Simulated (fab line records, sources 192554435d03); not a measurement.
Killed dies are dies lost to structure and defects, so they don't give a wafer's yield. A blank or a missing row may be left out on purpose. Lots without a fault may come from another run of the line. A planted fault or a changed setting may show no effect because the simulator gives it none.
fab line records | flow n5_finfet
record lots=7 wafers=21
route steps=1938 shown SD_EPI_N@267 SD_ACTIVATION@330 SDB@369 HKMG_FIN@422
start_h: hours from the record's first day to the start of the lot's first wafer shown | wait_h: hours since the lot's step before | " the same as in the row above | L1.1+2: a row that stands for several wafers | - no value, or no start given | * or withheld: withheld | < > ~ a bound
route shown NAME@n: a module of which the file shows steps, and the number in the route of the first | usual: mean/standard deviation of fault-free wafers | same: alike in all rows | chamber/n: place in a boat | sites: the reading at each site | _std_site: their standard deviation | _edge_site: outer sites' mean less inner sites' | radius_mm: how far each site lies from the wafer's centre | mask NAME#n: copy n | behind: the tool/chamber that last shaped the wafer | hold: why the lot was held/for how many hours/how that ended | device: the transistor (n, p or np) that didn't switch | end of line: the same wafers' tests at the end of the route | a step without rows: its recipe alone | killed: dies lost to structure and defects at the first sort, not the wafer's yield | map: a wafer's dies, x killed, . not, _ none there
set.NAME: the setting as run; set.NAME@STEP: as run at that earlier step | model.NAME: the simulator's own value behind a step, which no gauge read
lots whose settings were changed on purpose; a table a step, a row a wafer
## steps
# step N5_SD_EPI_N_EXPOSE_06
# recipe mask_id=SD_N_BLK na=1.35 source_shape=conventional sigma_outer=0.8 polarization=unpolarized target_cd_nm=120 dose_mj=39.75
# columns lot.wafer tool chamber start_h wait_h mask set.dose_mj
L076.2+5 arfi_scanner-03 0 64.83 - SD_N_BLK#0 41.63
L076.4 " 0 " " SD_N_BLK#0 39.75
L082.1 arfi_scanner-02 0 95.40 - SD_N_BLK#0 41.44
L082.2+3 " 0 " " SD_N_BLK#0 39.75
L086.2+5 arfi_scanner-01 0 120.05 - SD_N_BLK#0 39.75
L086.6 " 0 " " SD_N_BLK#0 40.67
L087.2+3+6 arfi_scanner-01 0 127.95 - SD_N_BLK#0 39.75
L088.4+6 arfi_scanner-02 0 133.31 - SD_N_BLK#0 37.51
L088.5 " 0 " " SD_N_BLK#0 39.75
L089.1 arfi_scanner-02 0 143.61 - SD_N_BLK#0 39.75
L089.5+6 " 0 " " SD_N_BLK#0 40.84
L091.3+4+5 arfi_scanner-02 0 154.61 - SD_N_BLK#0 38.31
# step N5_SD_EPI_N_PEB_07
# recipe peb_temp_c=110 peb_time_s=60 resist=CAR-ArF-block
# step N5_SD_EPI_N_DEVELOP_08
# recipe develop_time_s=30 developer=TMAH resist=CAR-ArF-block dev_temp_c=23 rinse_liquid=diw dry=air_spin
# columns lot.wafer tool chamber start_h wait_h set.spin_rpm@SD_EPI_N_COAT_03 model.CAR-ArF-block_of_SD_EPI_N_COAT_03.thk_nm
L076.2 litho_track-02 0 - - 1606 143.4
L076.4+5 " 0 " " 1500 148.6
L082.1 litho_track-01 0 - - 1500 148.2
L082.2 " 0 " " 1500 148.4
L082.3 " 0 " " 1623 142.6
L086.2 litho_track-03 0 - - 1500 148.4
L086.5 " 0 " " 1358 156.6
L086.6 " 0 " " 1500 149.2
L087.2+3 litho_track-01 0 - - 1500 148.2
L087.6 " 0 " " 1500 148
L088.4 litho_track-02 0 - - 1572 144.8
L088.5 " 0 " " 1572 145
L088.6 " 0 " " 1500 148.2
L089.1 litho_track-01 0 - - 1500 149.2
L089.5+6 " 0 " " 1500 148.4
L091.3 litho_track-02 0 - - 1550 146
L091.4 " 0 " " 1500 148
L091.5 " 0 " " 1550 145.8
# step N5_SD_EPI_N_CD_MEAS_09
# recipe target_cd_nm=120 landing_energy_ev=500 detector=se_inlens
# usual cd_nm=119.9/0.65
# columns lot.wafer tool chamber start_h wait_h set.dose_mj@SD_EPI_N_EXPOSE_06 cd_nm
L076.2 cd_sem-01 0 64.95 - 41.63 124.8
L076.4 " 0 " " 39.75 120.8
L076.5 " 0 " " 41.63 124.3
L082.1 cd_sem-02 0 95.53 - 41.44 122.6
L082.2 " 0 " " 39.75 119.6
L082.3 " 0 " " 39.75 119.6
L086.2 cd_sem-01 0 120.17 - 39.75 120.4
L086.5 " 0 " " 39.75 119.7
L086.6 " 0 " " 40.67 121.6
L087.2 cd_sem-01 0 128.07 - 39.75 120.0
L087.3 " 0 " " 39.75 120.4
L087.6 " 0 " " 39.75 119.2
L088.4 cd_sem-01 0 133.42 - 37.51 116.6
L088.5 " 0 " " 39.75 120.3
L088.6 " 0 " " 37.51 116.6
L089.1 cd_sem-03 0 143.73 - 39.75 120.2
L089.5 " 0 " " 40.84 121.7
L089.6 " 0 " " 40.84 122.3
L091.3 cd_sem-02 0 154.72 - 38.31 117.8
L091.4 " 0 " " 38.31 117.5
L091.5 " 0 " " 38.31 117.8
# step N5_SD_EPI_N_DESCUM_14
# recipe chemistry=O2 time_s=7.9 source_power_w=50 bias_power_w=20 pressure_mtorr=20 rf_frequency_hz=2.712e+07 temp_c=40 resist=CAR-ArF-block o2_flow_sccm=225
# columns lot.wafer tool chamber start_h wait_h set.dose_mj@SD_EPI_N_EXPOSE_06 model.SD_EPI_N.cd_nm
L076.2 rie_diel-01 2 65.04 0.0 41.63 125
L076.4 " 0 " " 39.75 121
L076.5 " 3 " " 41.63 124.4
L082.1 rie_diel-04 2 95.62 0.0 41.44 122.4
L082.2 " 3 " " 39.75 119.4
L082.3 " 1 " " 39.75 119.6
L086.2 rie_diel-02 2 120.26 0.0 39.75 120.4
L086.5 " 3 " " 39.75 120
L086.6 " 2 " " 40.67 121.4
L087.2 rie_diel-04 0 128.15 0.0 39.75 120
L087.3 " 3 " " 39.75 120.6
L087.6 " 3 " " 39.75 119.6
L088.4 rie_diel-04 2 133.60 0.1 37.51 116.6
L088.5 " 1 " " 39.75 120.6
L088.6 " 2 " " 37.51 116.4
L089.1 rie_diel-04 2 143.82 0.0 39.75 120
L089.5 " 3 " " 40.84 121.8
L089.6 " 0 " " 40.84 122.2
L091.3+5 rie_diel-02 2 155.07 0.3 38.31 117.8
L091.4 " 1 " " 38.31 -
# step N5_SD_EPI_N_ETCH_34
# recipe chemistry=CF4 target=SiARC target_depth_a=455 mask_material=CAR-ArF-block time_s=75.8 ion_energy_ev=80 pressure_mtorr=40 source_w=545 bias_w=36 Ar_flow_sccm=100 cf4_flow_sccm=100 ends=cleared
# columns lot.wafer tool chamber start_h wait_h set.dose_mj@SD_EPI_N_EXPOSE_06 model.SD_EPI_N.cd_nm
L076.2 rie_diel-01 2 65.07 0.0 41.63 125
L076.4 " 0 " " 39.75 121
L076.5 " 3 " " 41.63 124.6
L082.1 rie_diel-04 2 95.65 0.0 41.44 122.2
L082.2 " 3 " " 39.75 119.4
L082.3 " 1 " " 39.75 119.6
L086.2 rie_diel-02 2 120.29 0.0 39.75 120.4
L086.5 " 3 " " 39.75 119.6
L086.6 " 2 " " 40.67 121.2
L087.2 rie_diel-04 0 128.19 0.0 39.75 120
L087.3 " 3 " " 39.75 120.6
L087.6 " 3 " " 39.75 119.8
L088.4+6 rie_diel-04 2 133.64 0.0 37.51 116.4
L088.5 " 1 " " 39.75 120.6
L089.1 rie_diel-04 2 143.85 0.0 39.75 120
L089.5 " 3 " " 40.84 121.6
L089.6 " 0 " " 40.84 122
L091.3+4+5 rie_diel-02 2,1,2 155.11 0.0 38.31 117.8
# step N5_SD_EPI_N_ETCH_35
# recipe chemistry=N2/H2 target=SOC overetch_a=1080 mask_material=SiARC temp_c=40 ion_energy_ev=100 source_w=3000 bias_w=133 pressure_mtorr=20 time_s=486 n2_flow_sccm=200 h2_flow_sccm=200
# columns lot.wafer tool chamber start_h wait_h set.dose_mj@SD_EPI_N_EXPOSE_06 model.SD_EPI_N.cd_nm
L076.2 rie_diel-01 2 65.13 0.0 41.63 126
L076.4 " 0 " " 39.75 122.4
L076.5 " 3 " " 41.63 125.8
L082.1 rie_diel-04 2 95.71 0.0 41.44 122
L082.2 " 3 " " 39.75 118.8
L082.3 " 1 " " 39.75 120.6
L086.2 rie_diel-02 2 120.35 0.0 39.75 120
L086.5 " 3 " " 39.75 120.2
L086.6 " 2 " " 40.67 120.8
L087.2 rie_diel-04 0 128.24 0.0 39.75 119
L087.3 " 3 " " 39.75 119.4
L087.6 " 3 " " 39.75 119.2
L088.4 rie_diel-04 2 133.69 0.0 37.51 116.6
L088.5 " 1 " " 39.75 120.8
L088.6 " 2 " " 37.51 116.8
L089.1 rie_diel-04 2 143.91 0.0 39.75 120.2
L089.5 " 3 " " 40.84 121.2
L089.6 " 0 " " 40.84 122.2
L091.3+4 rie_diel-02 2,1 155.16 0.0 38.31 118.8
L091.5 " 2 " " 38.31 118.6
# step N5_SD_EPI_N_STRIP_36
# recipe chemistry=N2/H2 temp_c=40 n2_flow_sccm=200 h2_flow_sccm=200 rf_frequency_hz=6e+07
# step N5_SD_EPI_N_ETCHBACK_44
# recipe chemistry=CH3F/O2 mode=anisotropic_etchback target=SiNx target_depth_a=145 stop_on=SiO2 over_etch_frac=0.3 ion_energy_ev=120 pressure_mtorr=30 source_w=395 bias_w=73 Ar_flow_sccm=150 CH3F_flow_sccm=30 O2_flow_sccm=20
# columns lot.wafer tool chamber start_h wait_h set.dose_mj@SD_EPI_N_EXPOSE_06 model.SD_EPI_N.cd_nm
L076.2 rie_diel-01 2 65.45 0.0 41.63 126.2
L076.4 " 0 " " 39.75 122.4
L076.5 " 3 " " 41.63 125.8
L082.1 rie_diel-04 2 96.03 0.0 41.44 122
L082.2 " 3 " " 39.75 118.8
L082.3 " 1 " " 39.75 120.6
L086.2+5 rie_diel-02 2,3 120.67 0.0 39.75 120.2
L086.6 " 2 " " 40.67 121
L087.2 rie_diel-04 0 128.57 0.0 39.75 119
L087.3+6 " 3 " " 39.75 119.4
L088.4 rie_diel-04 2 134.02 0.0 37.51 116.6
L088.5 " 1 " " 39.75 120.8
L088.6 " 2 " " 37.51 116.8
L089.1 rie_diel-04 2 144.23 0.0 39.75 120.2
L089.5 " 3 " " 40.84 121.2
L089.6 " 0 " " 40.84 122.2
L091.3 rie_diel-02 2 155.49 0.0 38.31 118.8
L091.4 " 1 " " 38.31 119
L091.5 " 2 " " 38.31 118.6
# step N5_SD_EPI_N_ETCH_45
# recipe chemistry=CH3F/O2 target=SiOCN target_depth_a=60 mask_material=SOC ion_energy_ev=60 bias_w=29 pressure_mtorr=15 source_w=410 Ar_flow_sccm=150 CH3F_flow_sccm=30 O2_flow_sccm=20
# columns lot.wafer tool chamber start_h wait_h set.target_depth_a set.dose_mj@SD_EPI_N_EXPOSE_06 model.etch.depth_nm model.SD_EPI_N.cd_nm
L076.2 rie_diel-01 2 65.55 0.1 63.71 41.63 6.411 126.2
L076.4 " 0 " " 63.71 39.75 6.387 122.4
L076.5 " 3 " " 60 41.63 6.115 125.8
L082.1 rie_diel-04 2 96.13 0.1 60 41.44 5.855 122
L082.2 " 3 " " 60 39.75 6.045 118.8
L082.3 " 1 " " 60 39.75 5.924 120.6
L086.2 rie_diel-02 2 120.77 0.1 57.58 39.75 5.702 120
L086.5 " 3 " " 57.58 39.75 5.676 120.2
L086.6 " 2 " " 57.58 40.67 5.604 121
L087.2 rie_diel-04 0 128.67 0.1 60 39.75 6.245 118.8
L087.3 " 3 " " 60 39.75 6.055 119.4
L087.6 " 3 " " 60 39.75 6.073 119.4
L088.4 rie_diel-04 2 134.12 0.1 60 37.51 6.163 116.6
L088.5 " 1 " " 54.41 39.75 5.401 120.8
L088.6 " 2 " " 54.41 37.51 5.519 116.6
L089.1 rie_diel-04 2 144.33 0.1 56.67 39.75 5.683 120
L089.5 " 3 " " 56.67 40.84 5.699 121.2
L089.6 " 0 " " 60 40.84 6.174 122.2
L091.3 rie_diel-02 2 155.59 0.1 60 38.31 5.955 118.8
L091.4 " 1 " " 64.14 38.31 6.409 119
L091.5 " 2 " " 64.14 38.31 6.346 118.6
# step N5_SD_EPI_N_EPI_21
# recipe material=Si:P dopant=P temp_c=680 pressure_torr=255 time_s=690
# columns lot.wafer tool chamber start_h wait_h set.time_s model.Si-P_of_SD_EPI_N_EPI_21.thk_nm
L076.2 epi_rpcvd-04 0 67.00 0.4 690 59.2
L076.4 " 0 " " 690 60
L076.5 " 0 " " 690 60.2
L082.1 epi_rpcvd-02 0 97.29 0.1 565.4 51.6
L082.2 " 0 " " 690 58.2
L082.3 " 0 " " 565.4 50.8
L086.2 epi_rpcvd-02 0 122.48 0.5 779 64.4
L086.5 " 0 123.60 1.5 690 59.2
L086.6 " 0 " " 690 58.8
L087.2 epi_rpcvd-02 0 130.13 0.4 690 58.2
L087.3 " 0 " " 690 59.2
L087.6 " 0 " " 690 58.4
L088.4 epi_rpcvd-02 0 136.12 0.9 690 59.4
L088.5 " 0 " " 690 58.4
L088.6 " 0 " " 690 58.8
L089.1 epi_rpcvd-03 0 145.51 0.1 690 59.2
L089.5 " 0 146.63 1.1 633 55.2
L089.6 " 0 " " 633 56.2
L091.3 epi_rpcvd-03 0 157.36 0.7 569.2 51.4
L091.4 " 0 " " 569.2 51.8
L091.5 " 0 " " 690 58.8
# step N5_SD_EPI_N_EPI_MEAS_23
# recipe mode=xrd
# usual thk_nm=59.1/1.3
# columns lot.wafer tool chamber start_h wait_h set.time_s@SD_EPI_N_EPI_21 thk_nm
L076.2 film_metro-02 - 68.43 1.2 690 58.7
L076.4 " - " " 690 59.9
L076.5 " - " " 690 60.0
L082.1 film_metro-02 - 99.00 1.5 565.4 53.2
L082.2 " - " " 690 57.8
L082.3 " - " " 565.4 50.7
L086.2 film_metro-02 - 124.39 1.5 779 66.3
L086.5 " - " " 690 58.6
L086.6 " - " " 690 58.3
L087.2 film_metro-02 - 131.58 1.2 690 57.1
L087.3 " - " " 690 60.5
L087.6 " - " " 690 57.5
L088.4 film_metro-01 - 137.02 0.6 690 60.0
L088.5 " - " " 690 58.5
L088.6 " - " " 690 59.3
L089.1 film_metro-01 - 147.24 1.5 690 60.0
L089.5 " - " " 633 55.2
L089.6 " - " " 633 55.4
L091.3 film_metro-02 - 158.51 0.9 569.2 51.4
L091.4 " - " " 569.2 52.0
L091.5 " - " " 690 59.0
# step N5_SD_EPI_N_PRECLEAN_24
# recipe chemistry=O3/DIW time_s=60 temp_c=22 o3_ppm=10
# columns lot.wafer tool chamber start_h wait_h set.time_s@SD_EPI_N_EPI_21 model.Si-P_of_SD_EPI_N_EPI_21.thk_nm
L076.2 wet_bench-02 1 68.47 0.0 690 58.8
L076.4 " 6 " " 690 59.6
L076.5 " 7 " " 690 59.8
L082.1 wet_bench-02 0 99.04 0.0 565.4 51.2
L082.2 " 4 " " 690 57.8
L082.3 " 5 " " 565.4 50.4
L086.2 wet_bench-02 4 124.42 0.0 779 64
L086.5 " 3 " " 690 58.8
L086.6 " 5 " " 690 58.4
L087.2 wet_bench-05 0 131.63 0.0 690 57.8
L087.3 " 5 " " 690 58.8
L087.6 " 2 " " 690 58
L088.4 wet_bench-02 6 137.05 0.0 690 59
L088.5 " 3 " " 690 58
L088.6 " 7 " " 690 58.4
L089.1 wet_bench-02 5 147.28 0.0 690 58.8
L089.5 " 0 " " 633 54.8
L089.6 " 6 " " 633 55.8
L091.3 wet_bench-02 6 158.55 0.0 569.2 51
L091.4 " 0 " " 569.2 51.6
L091.5 " 2 " " 690 58.4
# step N5_SD_EPI_N_SRD_25
# recipe time_s=30 temp_c=23 rinse_liquid=diw dry=ipa_marangoni
# step N5_SD_EPI_N_PRECLEAN_49
# recipe chemistry=NF3:NH3 afs_cycles=1 temp_c=30 time_s=20 sublimation_temp_c=180 sublimation_time_s=60 pressure_torr=3 rf_power_w=30
# step N5_SD_ACTIVATION_RTA_00
# recipe temp_c=975 time_s=0 ambient=N2 idle_temp_c=600 ramp_up_c_per_s=150 ramp_down_c_per_s=60 cool_to_c=600
# step N5_SD_ACTIVATION_LSA_01
# recipe temp_c=1080 time_s=0.0008 ambient=N2
# step N5_SD_ACTIVATION_RS_MEAS_03
# recipe thk_meas_gauge=four-point-probe
# usual RS_SD_N=21.9/0.31 RS_SD_P=55.9/0.94
# columns lot.wafer tool chamber start_h wait_h set.time_s@SD_EPI_N_EPI_21 RS_SD_N[ohm/sq] RS_SD_P[ohm/sq]
L076.2 film_metro-02 - 74.92 0.2 690 22.0 55.9
L076.4 " - " " 690 21.5 55.8
L076.5 " - " " 690 21.4 55.5
L082.1 film_metro-02 - 105.80 0.2 565.4 24.9 55.1
L082.2 " - " " 690 22.0 54.9
L082.3 " - " " 565.4 25.3 54.6
L086.2 film_metro-01 - 129.68 0.2 779 20.2 54.3
L086.5 " - " " 690 21.8 53.5
L086.6 " - " " 690 22.1 54.8
L087.2 film_metro-02 - 136.68 0.2 690 22.4 56.3
L087.3 " - " " 690 21.8 55.6
L087.6 " - " " 690 22.2 56.1
L088.4 film_metro-02 - 142.28 0.1 690 21.7 55.2
L088.5 " - " " 690 22.1 55.7
L088.6 " - " " 690 22.1 55.6
L089.1 film_metro-02 - 152.62 0.2 690 21.9 55.3
L089.5 " - " " 633 23.5 54.9
L089.6 " - " " 633 22.8 54.8
L091.3 film_metro-02 - 163.76 0.2 569.2 25.4 54.7
L091.4 " - " " 569.2 24.9 54.3
L091.5 " - " " 690 22.1 54.2
# step N5_SDB_CUT_ETCH_26
# recipe chemistry=HBr/Cl2/O2 target=Si target_depth_a=1296 bt_time_s=20 mask_material=SiNx time_s=51.8 ion_energy_ev=* bias_w=* pressure_mtorr=10 icp_w=800 HBr_flow_sccm=150 Cl2_flow_sccm=80 O2_flow_sccm=12
# columns lot.wafer tool chamber start_h wait_h set.icp_w model.etch.depth_nm model.SDB.feature_depth_nm
L076.2 rie_si-04 1 82.69 0.1 800 129 129
L076.4 " 2 " " 878 134.1 134.2
L076.5 " 3 " " 878 136.8 136.8
L082.1 rie_si-03 1 113.72 0.1 892 139 139
L082.2 " 3 " " 800 131.2 131.2
L082.3 " 2 " " 892 137.4 137.4
L086.2 rie_si-03 3 137.54 0.1 800 131.1 131
L086.5 " 3 " " 702.5 122.6 122.6
L086.6 " 2 " " 702.5 123.3 123.4
L087.2 rie_si-01 0 144.57 0.1 800 129.8 129.8
L087.3 " 2 " " 800 129.4 129.4
L087.6 " 0 " " 800 129.7 129.8
L088.4 rie_si-04 1 150.61 0.1 800 130.4 130.4
L088.5 " 1 " " 800 130.6 130.6
L088.6 " 2 " " 800 129.2 129.2
L089.1 rie_si-03 0 160.45 0.1 702.1 125.4 125.4
L089.5 " 0 " " 702.1 124.9 125
L089.6 " 3 " " 702.1 123.3 123.2
L091.3 rie_si-03 1 171.39 0.1 800 132.8 132.8
L091.4 " 0 " " 733.9 127.5 127.6
L091.5 " 0 " " 733.9 127.7 127.6
# step N5_HKMG_FIN_COAT_29
# recipe resist=SOC temp_c=250 time_s=60 spin_rpm=1500 resist_thk_nm=300
# columns lot.wafer tool chamber start_h wait_h set.spin_rpm model.SOC_of_HKMG_FIN_COAT_29.thk_nm
L076.2 litho_track-01 0 91.00 0.2 1500 301.4
L076.4 " 0 " " 1339 318.4
L076.5 " 0 " " 1500 302
L082.1 litho_track-04 0 121.80 0.2 1565 294.4
L082.2 " 0 " " 1500 301.6
L082.3 " 0 " " 1500 300.4
L086.2 litho_track-01 0 145.63 0.2 1591 290.8
L086.5 " 0 " " 1591 291.4
L086.6 " 0 " " 1500 299.6
L087.2+3 litho_track-01 0 152.41 0.2 1500 301
L087.6 " 0 " " 1500 301.4
L088.4 litho_track-03 0 159.12 0.2 1500 299.8
L088.5 " 0 " " 1565 293.6
L088.6 " 0 " " 1500 301.2
L089.1 litho_track-01 0 168.61 0.2 1601 291.6
L089.5 " 0 " " 1500 301.8
L089.6 " 0 " " 1601 292.2
L091.3+4 litho_track-01 0 179.29 0.2 1500 300.6
L091.5 " 0 " " 1607 290.6
# step N5_HKMG_FIN_COAT_30
# recipe resist=SiARC temp_c=220 time_s=60 spin_rpm=1500 resist_thk_nm=35
# step N5_HKMG_FIN_COAT_06
# recipe resist=CAR-ArF spin_rpm=1500 resist_thk_nm=90
# step N5_HKMG_FIN_STRIP_33
# recipe chemistry=N2/H2 temp_c=40 n2_flow_sccm=200 h2_flow_sccm=200 rf_frequency_hz=6e+07
# step N5_HKMG_FIN_STRIP_34
# recipe chemistry=CF4 resist=SiARC power_w=300 bias_power_w=75 pressure_mtorr=50 cf4_flow_sccm=150 rf_frequency_hz=6e+07
# step N5_HKMG_FIN_ETCH_35
# recipe chemistry=N2/H2 target=SOC target_depth_a=2158 ion_energy_ev=65 bias_w=5 source_w=3000 time_s=243.4 pressure_mtorr=30 n2_flow_sccm=200 h2_flow_sccm=200
# columns lot.wafer tool chamber start_h wait_h set.spin_rpm@HKMG_FIN_COAT_29 model.SOC_of_HKMG_FIN_COAT_29.thk_nm
L076.2 rie_diel-02 3 92.46 0.0 1500 85.8
L076.4 " 1 " " 1339 105.4
L076.5 " 0 " " 1500 89
L082.1 rie_diel-02 2 122.67 0.0 1565 80.8
L082.2 " 3 " " 1500 89
L082.3 " 0 " " 1500 89.6
L086.2 rie_diel-04 1 146.39 0.0 1591 77.6
L086.5 " 3 " " 1591 73
L086.6 " 2 " " 1500 82.2
L087.2 rie_diel-02 1 153.20 0.0 1500 85.2
L087.3 " 3 " " 1500 85.4
L087.6 " 3 " " 1500 85.8
L088.4 rie_diel-04 2 159.75 0.0 1500 82
L088.5 " 3 " " 1565 75
L088.6 " 0 " " 1500 79.4
L089.1+6 rie_diel-01 3,1 169.37 0.0 1601 71.2
L089.5 " 0 " " 1500 78.8
L091.3 rie_diel-04 2 179.94 0.0 1500 85.2
L091.4 " 1 " " 1500 88.6
L091.5 " 3 " " 1607 69.8
# step N5_HKMG_FIN_STRIP_92
# recipe chemistry=N2/H2 material=SOC time_s=20 power_w=500 temp_c=40 pressure_mtorr=50 rf_frequency_hz=6e+07 bias_power_w=8 h2_frac=0.5 n2_flow_sccm=300 h2_flow_sccm=300
# columns lot.wafer tool chamber start_h wait_h set.spin_rpm@HKMG_FIN_COAT_29 model.SOC_of_HKMG_FIN_COAT_29.thk_nm
L076.2 rie_diel-02 3 92.61 0.1 1500 75.6
L076.4 " 1 " " 1339 95.4
L076.5 " 0 " " 1500 78.8
L082.1 rie_diel-02 2 122.82 0.1 1565 70.6
L082.2 " 3 " " 1500 79
L082.3 " 0 " " 1500 79.6
L086.2 rie_diel-04 1 146.54 0.1 1591 67.6
L086.5 " 3 " " 1591 62.6
L086.6 " 2 " " 1500 71.8
L087.2 rie_diel-02 1 153.35 0.1 1500 75
L087.3 " 3 " " 1500 75.2
L087.6 " 3 " " 1500 75.8
L088.4 rie_diel-04 2 159.90 0.1 1500 71.8
L088.5 " 3 " " 1565 64.6
L088.6 " 0 " " 1500 69
L089.1 rie_diel-01 3 169.52 0.1 1601 60.6
L089.5 " 0 " " 1500 68.2
L089.6 " 1 " " 1601 60.8
L091.3 rie_diel-04 2 180.08 0.1 1500 75
L091.4 " 1 " " 1500 78.6
L091.5 " 3 " " 1607 59.4
## key
split step=N5_SD_EPI_N_EXPOSE_06 setting=dose_mj stated=39.75 by=wafer
response step=N5_SD_EPI_N_CD_MEAS_09 reading=cd_nm change=+0.696 per=1% r=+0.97
response step=N5_SD_EPI_N_DESCUM_14 reading=model.SD_EPI_N.cd_nm change=+0.719 per=1% r=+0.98
response step=N5_SD_EPI_N_ETCH_34 reading=model.SD_EPI_N.cd_nm change=+0.715 per=1% r=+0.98
response step=N5_SD_EPI_N_ETCH_35 reading=model.SD_EPI_N.cd_nm change=+0.648 per=1% r=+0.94
response step=N5_SD_EPI_N_ETCHBACK_44 reading=model.SD_EPI_N.cd_nm change=+0.657 per=1% r=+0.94
response step=N5_SD_EPI_N_ETCH_45 reading=model.SD_EPI_N.cd_nm change=+0.673 per=1% r=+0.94
split step=N5_SD_EPI_N_ETCH_45 setting=target_depth_a stated=60 by=wafer
response step=N5_SD_EPI_N_ETCH_45 reading=model.etch.depth_nm change=+0.0683 per=1% r=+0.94
split step=N5_SD_EPI_N_EPI_21 setting=time_s stated=690 by=wafer
response step=N5_SD_EPI_N_EPI_21 reading=model.Si-P_of_SD_EPI_N_EPI_21.thk_nm change=+0.405 per=1% r=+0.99
response step=N5_SD_EPI_N_EPI_MEAS_23 reading=thk_nm change=* per=1% r=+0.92
response step=N5_SD_EPI_N_PRECLEAN_24 reading=model.Si-P_of_SD_EPI_N_EPI_21.thk_nm change=+0.403 per=1% r=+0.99
response step=N5_SD_ACTIVATION_RS_MEAS_03 reading=RS_SD_N change=-0.163 per=1% r=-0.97
split step=N5_SDB_CUT_ETCH_26 setting=icp_w stated=800 by=wafer
response step=N5_SDB_CUT_ETCH_26 reading=model.etch.depth_nm change=+0.642 per=1% r=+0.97
response step=N5_SDB_CUT_ETCH_26 reading=model.SDB.feature_depth_nm change=+0.64 per=1% r=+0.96
split step=N5_HKMG_FIN_COAT_29 setting=spin_rpm stated=1500 by=wafer
response step=N5_HKMG_FIN_COAT_29 reading=model.SOC_of_HKMG_FIN_COAT_29.thk_nm change=-1.5 per=1% r=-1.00
response step=N5_HKMG_FIN_ETCH_35 reading=model.SOC_of_HKMG_FIN_COAT_29.thk_nm change=-1.64 per=1% r=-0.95
response step=N5_HKMG_FIN_STRIP_92 reading=model.SOC_of_HKMG_FIN_COAT_29.thk_nm change=-1.66 per=1% r=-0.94
split outside_this_file step=N5_SD_EPI_N_COAT_03 setting=spin_rpm
# split outside_this_file: this setting was split too, and the file shows its column; the key of that split is in another file
